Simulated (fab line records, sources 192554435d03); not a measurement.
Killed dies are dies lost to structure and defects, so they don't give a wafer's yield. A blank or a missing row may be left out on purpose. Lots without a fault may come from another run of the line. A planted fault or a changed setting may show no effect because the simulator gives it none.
One fault seen from 2 desks | flow n5_finfet | each desk has only its own numbers; what lay behind them comes last

THE METROLOGY DESK
What the gauges read, lot by lot, whatever tool the lot ran on: means of the sampled wafers that have a number. A lot is out of limits, marked OUT, if its mean lies more than 4 standard deviations from the usual mean; the brackets give that distance. Of its 30 readings 7 are shown: the one that was out of limits first, and those that lie furthest out on some lot.
Columns: A = trench_depth_nm at N5_BEOL_M11_OCD_MEAS_38, usual 149.4 nm; B = M11_THK at N5_BEOL_M11_THK_MEAS_53, usual 140 nm; C = M11_RS at N5_BEOL_M11_RS_MEAS_57, usual 0.151 ohm/sq; D = COMB_M5 at N5_BEOL_M15_RC_MEAS_101, usual 3.8e-11 S/m; E = SERP_M11 at N5_BEOL_M15_RC_MEAS_101, usual 3.06 ohm/um; F = SERP_M11_max_site at N5_BEOL_M15_RC_MEAS_101, usual 3.14 ohm/um; G = SERP_M7 at N5_BEOL_M15_RC_MEAS_101, usual 14.0 ohm/um
lot  | first seen here | A                | B   | C     | D       | E    | F    | G
L326 | day 10 21:13    | 149.2            | 139 | 0.151 | 3.8e-11 | 3.05 | 3.10 | 13.1
L328 | day 11 08:10    | 147.8            | 138 | 0.153 | 4.5e-11 | 3.08 | 3.16 | 13.3
L334 | day 12 12:59    | 137.9 (-4.1) OUT | 130 | 0.165 | 4.5e-11 | 3.29 | 3.41 | 13.9
L340 | day 14 01:45    | 151.6            | 142 | 0.148 | 3.5e-11 | 3.00 | 3.07 | 13.4
L343 | day 15 05:13    | 150.7            | 142 | 0.148 | 3.5e-11 | 2.98 | 3.11 | 14.0
L346 | day 15 16:57    | 153.1            | 144 | 0.145 | 5.3e-11 | 2.94 | 3.00 | 14.5
This desk's finding: out of limits on L334; first on L334, day 12 12:59 (trench_depth_nm at N5_BEOL_M11_OCD_MEAS_38). In limits: L326, L328, L340, L343, L346.

THE TOOL OWNER'S DESK: rie_diel-01
The tool's own readings at N5_BEOL_M11_TRENCH_ETCH_37 (etches SiCOH lowk in C4F6/O2, target depth 148.83 nm, time 48 s): means of the sampled wafers that have a number, for each lot that ran on this tool. A lot is out of limits, marked OUT, if its mean lies more than 4 standard deviations from the usual mean; the brackets give that distance.
Columns: A = drypump_motor_current_A at N5_BEOL_M11_TRENCH_ETCH_37, usual 5.9 A; B = oes_o_777_au at N5_BEOL_M11_TRENCH_ETCH_37, usual 0.81 a.u.; C = oes_product_au at N5_BEOL_M11_TRENCH_ETCH_37, usual 0.80 a.u.; D = rf_vpp_V at N5_BEOL_M11_TRENCH_ETCH_37, usual 659 V; E = showerhead_plenum_p_Torr at N5_BEOL_M11_TRENCH_ETCH_37, usual 2.88 Torr; F = throttle_valve_pct at N5_BEOL_M11_TRENCH_ETCH_37, usual 20.92 %
lot  | first seen here | A   | B    | C    | D   | E    | F
L326 | day 10 21:02    | 5.6 | 0.87 | 0.87 | 668 | 2.84 | 21.03
L334 | day 12 12:49    | 5.7 | 0.80 | 0.77 | 658 | 2.89 | 21.07
This desk's finding: nothing out of limits on any of the 2 lots.

PUT TOGETHER
The metrology desk could have raised an alarm at day 12 12:59, on L334.
The tool owner's desk saw nothing out of limits.
The tool owner's desk has L334 on record, within its limits.
Of the lots named, all ran N5_BEOL_M11_TRENCH_ETCH_37 on rie_diel-01.

WHAT THE SIMULATOR HAD PUT IN
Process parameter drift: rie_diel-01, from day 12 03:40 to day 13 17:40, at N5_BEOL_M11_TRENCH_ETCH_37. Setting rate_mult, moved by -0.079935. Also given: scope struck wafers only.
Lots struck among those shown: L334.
Hours from the fault's start to each desk's first reading out of limits: the metrology desk, 9.
